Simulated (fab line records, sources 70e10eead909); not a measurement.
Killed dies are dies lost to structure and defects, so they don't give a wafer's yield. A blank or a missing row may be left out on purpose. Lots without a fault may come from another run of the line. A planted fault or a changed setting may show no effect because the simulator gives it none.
fab line records | flow nand_harc
record lots=7 wafers=20 last_day=32
route steps=1302 shown A_DECK1_JOINT@544 A_ONON_D2@545 END@1302
lots that met no fault: from a run of the same line without faults
start_h: hours from the record's first day to the start of the lot's first wafer shown | wait_h: hours since the lot's step before | " the same as in the row above | L1.1+2: a row that stands for several wafers | - no value, or no start given | * or withheld: withheld | < > ~ a bound
route shown NAME@n: a module of which the file shows steps, and the number in the route of the first | usual: mean/standard deviation of fault-free wafers | same: alike in all rows | chamber/n: place in a boat | sites: the reading at each site | _std_site: their standard deviation | _edge_site: outer sites' mean less inner sites' | radius_mm: how far each site lies from the wafer's centre | mask NAME#n: copy n | behind: the tool/chamber that last shaped the wafer | hold: why the lot was held/for how many hours/how that ended | device: the transistor (n, p or np) that didn't switch | end of line: the same wafers' tests at the end of the route | a step without rows: its recipe alone | killed: dies lost to structure and defects at the first sort, not the wafer's yield | map: a wafer's dies, x killed, . not, _ none there
set.NAME: the setting as run; set.NAME@STEP: as run at that earlier step | model.NAME: the simulator's own value behind a step, which no gauge read
lots at some steps of the route; a table a step, a row a wafer
services: from which hour (start_h, from the record's first day; less than 0 if before it) a tool's chamber was out of use, for how many hours, and why
## steps
# step NHARC_A_DECK1_JOINT_INSPECT_05
# usual raw_defect_count=312/100
# columns lot.wafer tool chamber start_h wait_h raw_defect_count
L343.1 defect_inspect-02 - 273.18 0.0 235
L343.3 " - " " 259
L343.6 " - " " 301
L346.1 defect_inspect-01 - 299.03 0.0 315
L346.4 " - " " 166
L346.5 " - " " 358
L350.3 defect_inspect-02 - 345.19 0.0 515
L350.4 " - " " 354
L350.5 " - " " 281
L357.1 defect_inspect-01 - 404.56 0.0 191
L357.2 " - " " 357
L357.5 " - " " 239
L358.2 defect_inspect-01 - 419.59 0.0 176
L358.3 " - " " 216
L358.4 " - " " 260
L361.1 defect_inspect-02 - 441.76 0.0 212
L361.2 " - " " 236
L360.1 defect_inspect-01 - 441.76 0.0 282
L360.5 " - " " 289
L360.6 " - " " 355
# step NHARC_A_ONON_D2_DEP_00
# recipe target_thk_a=10000 n2_flow_sccm=2750 n2o_flow_sccm=2000 nh3_flow_sccm=500 sih4_flow_sccm=210 temp_c=400
# step NHARC_A_ONON_D2_THK_MEAS_02
# recipe thk_meas_gauge=ellipsometry
# usual thk_nm=997/11
# columns lot.wafer tool chamber start_h wait_h thk_nm
L343.1 film_metro-01 - 273.76 - 999
L343.3 " - " " 997
L343.6 " - " " 998
L346.1 film_metro-02 - 299.60 - 997
L346.4 " - " " 997
L346.5 " - " " 998
L350.3 film_metro-02 - 345.78 - 996
L350.4 " - " " 995
L350.5 " - " " 995
L357.1 film_metro-02 - 405.14 - 996
L357.2 " - " " 999
L357.5 " - " " 999
L358.2 film_metro-02 - 420.17 - 1000
L358.3 " - " " 999
L358.4 " - " " 999
L361.1 film_metro-01 - 442.34 - 1002
L361.2 " - " " 1004
L360.1 film_metro-02 - 442.34 - 985
L360.5 " - " " 985
L360.6 " - " " 985
# step NHARC_A_ONON_D2_DEP_03
# recipe target_thk_a=10000 n2_flow_sccm=2750 n2o_flow_sccm=2000 nh3_flow_sccm=500 sih4_flow_sccm=210 temp_c=400
# step NHARC_A_ONON_D2_THK_MEAS_05
# recipe thk_meas_gauge=ellipsometry
# usual thk_nm=997/9.9
# columns lot.wafer tool chamber start_h wait_h thk_nm
L343.1 film_metro-02 - 274.32 - 1001
L343.3 " - " " 1001
L343.6 " - " " 1003
L346.1 film_metro-01 - 300.17 - 984
L346.4 " - " " 984
L346.5 " - " " 983
L350.3 film_metro-01 - 346.35 - 987
L350.4 " - " " 985
L350.5 " - " " 987
L357.1 film_metro-01 - 405.71 - 983
L357.2 " - " " 983
L357.5 " - " " 986
L358.2 film_metro-01 - 420.73 - 986
L358.3 " - " " 986
L358.4 " - " " 986
L361.1 film_metro-01 - 442.90 - 1005
L361.2 " - " " 1005
L360.1 film_metro-02 - 442.91 - 1002
L360.5 " - " " 1002
L360.6 " - " " 1003
# step NHARC_A_ONON_D2_DEP_06
# recipe target_thk_a=10000 n2_flow_sccm=2750 n2o_flow_sccm=2000 nh3_flow_sccm=500 sih4_flow_sccm=210 temp_c=400
# step NHARC_A_ONON_D2_THK_MEAS_08
# recipe thk_meas_gauge=ellipsometry
# usual thk_nm=999/12
# columns lot.wafer tool chamber start_h wait_h thk_nm
L343.1 film_metro-01 - 274.89 - 994
L343.3 " - " " 995
L343.6 " - " " 993
L346.1 film_metro-02 - 300.74 - 997
L346.4 " - " " 996
L346.5 " - " " 997
L350.3 film_metro-02 - 346.91 - 987
L350.4 " - " " 988
L350.5 " - " " 987
L357.1 film_metro-01 - 406.27 - 996
L357.2 " - " " 996
L357.5 " - " " 995
L358.2 film_metro-02 - 421.29 - 1013
L358.3 " - " " 1009
L358.4 " - " " 1012
L361.1 film_metro-02 - 443.47 - 1011
L361.2 " - " " 1012
L360.1 film_metro-01 - 443.47 - 1001
L360.5 " - " " 1001
L360.6 " - " " 1002
# step NHARC_A_ONON_D2_DEP_09
# recipe target_thk_a=10000 n2_flow_sccm=2750 n2o_flow_sccm=2000 nh3_flow_sccm=500 sih4_flow_sccm=210 temp_c=400
# step NHARC_A_ONON_D2_THK_MEAS_11
# recipe thk_meas_gauge=ellipsometry
# usual thk_nm=994/12
# columns lot.wafer tool chamber start_h wait_h thk_nm
L343.1 film_metro-01 - 275.45 - 990
L343.3 " - " " 988
L343.6 " - " " 989
L346.1 film_metro-01 - 301.31 - 1010
L346.4 " - " " 1011
L346.5 " - " " 1012
L350.3 film_metro-01 - 347.48 - 1021
L350.4 " - " " 1021
L350.5 " - " " 1021
L357.1 film_metro-01 - 406.84 - 984
L357.2 " - " " 984
L357.5 " - " " 983
L358.2 film_metro-02 - 421.86 - 998
L358.3 " - " " 999
L358.4 " - " " 1000
L360.1 film_metro-02 - 444.04 - 980
L360.5 " - " " 980
L360.6 " - " " 980
L361.1 film_metro-01 - 444.04 - 986
L361.2 " - " " 985
# step NHARC_A_ONON_D2_DEP_12
# recipe target_thk_a=10000 n2_flow_sccm=2750 n2o_flow_sccm=2000 nh3_flow_sccm=500 sih4_flow_sccm=210 temp_c=400
# step NHARC_A_ONON_D2_THK_MEAS_14
# recipe thk_meas_gauge=ellipsometry
# usual thk_nm=1003/8.6
# columns lot.wafer tool chamber start_h wait_h thk_nm
L343.1 film_metro-01 - 276.02 - 1006
L343.3 " - " " 1004
L343.6 " - " " 1005
L346.1 film_metro-02 - 301.88 - 1001
L346.4 " - " " 1000
L346.5 " - " " 1000
L350.3 film_metro-02 - 348.05 - 994
L350.4 " - " " 993
L350.5 " - " " 995
L357.1 film_metro-02 - 407.40 - 991
L357.2 " - " " 990
L357.5 " - " " 990
L358.2 film_metro-01 - 422.43 - 988
L358.3 " - " " 987
L358.4 " - " " 987
L361.1 film_metro-02 - 444.60 - 1016
L361.2 " - " " 1016
L360.1 film_metro-01 - 444.61 - 992
L360.5 " - " " 992
L360.6 " - " " 992
# step NHARC_A_ONON_D2_ANNEAL_15
# recipe temp_c=750 time_s=3600
# step NHARC_A_ONON_D2_DEP_16
# recipe target_thk_a=10000 n2_flow_sccm=2750 n2o_flow_sccm=2000 nh3_flow_sccm=500 sih4_flow_sccm=210 temp_c=400
# columns lot.wafer tool chamber start_h wait_h
L343.1+3+6 pecvd_onon-04 0 282.93 0.4
L346.1+4+5 pecvd_onon-04 0 308.84 0.4
L350.3+4+5 pecvd_onon-02 0 355.53 0.5
L357.1+2+5 pecvd_onon-04 0 414.66 0.4
L358.2+3+4 pecvd_onon-04 0 429.37 0.4
L361.1+2 pecvd_onon-04 0 451.49 0.4
L360.1+5+6 pecvd_onon-03 0 451.71 0.6
# step NHARC_A_ONON_D2_THK_MEAS_18
# recipe thk_meas_gauge=ellipsometry
# usual thk_nm=1000/7.5
# columns lot.wafer tool chamber start_h wait_h thk_nm
L343.1 film_metro-01 - 283.44 - 993
L343.3 " - " " 994
L343.6 " - " " 993
L346.1 film_metro-02 - 309.35 - 1004
L346.4 " - " " 1005
L346.5 " - " " 1005
L350.3 film_metro-01 - 355.92 - 984
L350.4 " - " " 984
L350.5 " - " " 986
L357.1 film_metro-01 - 415.17 - 1009
L357.2 " - " " 694
L357.5 " - " " 695
L358.2 film_metro-01 - 429.82 - 699
L358.3 " - " " 1013
L358.4 " - " " 1012
L361.1 film_metro-01 - 452.00 - 987
L361.2 " - " " 676
L360.1 film_metro-02 - 452.22 - 1000
L360.5 " - " " 1003
L360.6 " - " " 1002
# step NHARC_A_ONON_D2_DEP_19
# recipe target_thk_a=10000 n2_flow_sccm=2750 n2o_flow_sccm=2000 nh3_flow_sccm=500 sih4_flow_sccm=210 temp_c=400
# step NHARC_END_SORT_01
# recipe temp_c=25
# usual killed_at_array=62/18 killed_at_other=0.9/1.2 killed_at_periphery=4.2/2.9 killed_dies=67/17 killed_open=3.6/1.9 killed_short=2.5/1.6
# same gross_dies=677
# columns lot.wafer tool chamber start_h wait_h killed_at_array killed_at_other killed_at_periphery killed_dies killed_open killed_short
L357.2 prober-01 0 683.24 2.8 673 0 4 677 2 1
L357.5 prober-01 0 685.64 3.7 676 0 1 677 2 3
L358.2 prober-01 0 710.72 2.8 669 2 6 677 6 3
L361.2 prober-01 0 740.26 2.8 673 2 2 677 3 6
# killed by level:class
L357.2 A_ONON_D2:area_dep=647 A_CHANNEL_HOLE_D1:chamber_film_flake=10 A_SLIT:chamber_film_flake=4 A_WL_FILL:chamber_film_flake=3 P_ZERO_WELL:chamber_film_flake=2 A_CHANNEL_FILL_D1:chamber_film_flake=2 A_STAIRCASE:chamber_film_flake=2 P_M0:geometric_particle:open=1
L357.5 A_ONON_D2:area_dep=653 A_CHANNEL_HOLE_D1:chamber_film_flake=8 A_SLIT:chamber_film_flake=5 A_WL_FILL:chamber_film_flake=4 A_ONON_D1:geometric_particle:open=2 A_ONON_D2:geometric_particle:short=1 A_CHANNEL_HOLE_D2:geometric_particle:short=1 A_M0:geometric_particle:short=1
L358.2 A_ONON_D2:area_dep=586 A_CHANNEL_HOLE_D1:chamber_film_flake=36 A_CHANNEL_HOLE_D2:chamber_film_flake=24 A_BONDPAD:chamber_film_flake=7 A_SLIT:chamber_film_flake=4 A_CONTACT:chamber_film_flake=3 P_ZERO_WELL:chamber_film_flake=2 P_GATE:chamber_film_flake=2
L361.2 A_ONON_D2:area_dep=582 A_SLIT:chamber_film_flake=30 A_CHANNEL_HOLE_D2:chamber_film_flake=22 A_CHANNEL_HOLE_D1:chamber_film_flake=21 A_CONTACT:chamber_film_flake=5 A_STAIRCASE:chamber_film_flake=4 A_DECK1_JOINT:chamber_film_flake=2 THIN_TSV:chamber_film_flake=2
# map L357.2 (x killed, . not)
____________x____________
_________xxxxxxx_________
_______xxxxxxxxxxx_______
______xxxxxxxxxxxxx______
_____xxxxxxxxxxxxxxx_____
____xxxxxxxxxxxxxxxxx____
____xxxxxxxxxxxxxxxxx____
___xxxxxxxxxxxxxxxxxxx___
___xxxxxxxxxxxxxxxxxxx___
__xxxxxxxxxxxxxxxxxxxxx__
__xxxxxxxxxxxxxxxxxxxxx__
_xxxxxxxxxxxxxxxxxxxxxxx_
_xxxxxxxxxxxxxxxxxxxxxxx_
_xxxxxxxxxxxxxxxxxxxxxxx_
_xxxxxxxxxxxxxxxxxxxxxxx_
_xxxxxxxxxxxxxxxxxxxxxxx_
xxxxxxxxxxxxxxxxxxxxxxxxx
xxxxxxxxxxxxxxxxxxxxxxxxx
xxxxxxxxxxxxxxxxxxxxxxxxx
xxxxxxxxxxxxxxxxxxxxxxxxx
xxxxxxxxxxxxxxxxxxxxxxxxx
_xxxxxxxxxxxxxxxxxxxxxxx_
_xxxxxxxxxxxxxxxxxxxxxxx_
_xxxxxxxxxxxxxxxxxxxxxxx_
_xxxxxxxxxxxxxxxxxxxxxxx_
_xxxxxxxxxxxxxxxxxxxxxxx_
__xxxxxxxxxxxxxxxxxxxxx__
__xxxxxxxxxxxxxxxxxxxxx__
___xxxxxxxxxxxxxxxxxxx___
___xxxxxxxxxxxxxxxxxxx___
____xxxxxxxxxxxxxxxxx____
____xxxxxxxxxxxxxxxxx____
_____xxxxxxxxxxxxxxx_____
______xxxxxxxxxxxxx______
_______xxxxxxxxxxx_______
_________xxxxxxx_________
____________x____________
# map L358.2 (x killed, . not)
____________x____________
_________xxxxxxx_________
_______xxxxxxxxxxx_______
______xxxxxxxxxxxxx______
_____xxxxxxxxxxxxxxx_____
____xxxxxxxxxxxxxxxxx____
____xxxxxxxxxxxxxxxxx____
___xxxxxxxxxxxxxxxxxxx___
___xxxxxxxxxxxxxxxxxxx___
__xxxxxxxxxxxxxxxxxxxxx__
__xxxxxxxxxxxxxxxxxxxxx__
_xxxxxxxxxxxxxxxxxxxxxxx_
_xxxxxxxxxxxxxxxxxxxxxxx_
_xxxxxxxxxxxxxxxxxxxxxxx_
_xxxxxxxxxxxxxxxxxxxxxxx_
_xxxxxxxxxxxxxxxxxxxxxxx_
xxxxxxxxxxxxxxxxxxxxxxxxx
xxxxxxxxxxxxxxxxxxxxxxxxx
xxxxxxxxxxxxxxxxxxxxxxxxx
xxxxxxxxxxxxxxxxxxxxxxxxx
xxxxxxxxxxxxxxxxxxxxxxxxx
_xxxxxxxxxxxxxxxxxxxxxxx_
_xxxxxxxxxxxxxxxxxxxxxxx_
_xxxxxxxxxxxxxxxxxxxxxxx_
_xxxxxxxxxxxxxxxxxxxxxxx_
_xxxxxxxxxxxxxxxxxxxxxxx_
__xxxxxxxxxxxxxxxxxxxxx__
__xxxxxxxxxxxxxxxxxxxxx__
___xxxxxxxxxxxxxxxxxxx___
___xxxxxxxxxxxxxxxxxxx___
____xxxxxxxxxxxxxxxxx____
____xxxxxxxxxxxxxxxxx____
_____xxxxxxxxxxxxxxx_____
______xxxxxxxxxxxxx______
_______xxxxxxxxxxx_______
_________xxxxxxx_________
____________x____________
## services
# columns tool chamber start_h hours kind
pecvd_onon-04 - 287.19 13.0 pm
pecvd_onon-02 - 342.00 13.0 pm
pecvd_onon-03 - 384.00 13.0 pm
pecvd_onon-04 - 450.25 0.2 repair
## key
first_sign step=NHARC_A_ONON_D2_THK_MEAS_18 reading=thk_nm direction=down sigmas=41 usual=1000 struck=691
effect step=NHARC_END_SORT_01 reading=killed_dies direction=up sigmas=35 usual=67 struck=677
more_kills_born_at NHARC_A_ONON_D2_DEP_16@pecvd_onon-04=2468
met_at NHARC_A_ONON_D2_DEP_16
struck_wafers L357.2,L357.5,L358.2,L361.2
later_rows_left_out L357.2,L357.5,L358.2,L361.2
tester_left_out L357,L358,L361
onset_between 308.84 414.66
fault kind=process_parameter_drift tool=pecvd_onon-04 chamber=- onset_h=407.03 steps=NHARC_A_ONON_D2_DEP_16 channel=target_thk_a offset=* shape=step end_h=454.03 scope=struck_wafers_only acts_in=* stated=*
# tester_left_out: of these lots the tester's yield and bins aren't shown, on N5 and GAA mostly nor the transistor test; their killed dies are dies lost to structure and defects alone, not to doping, threshold or leakage, so they don't give the yield
# later_rows_left_out: the simulator's readings of these wafers behind a module that went badly wrong aren't trusted and aren't shown, but for the sort
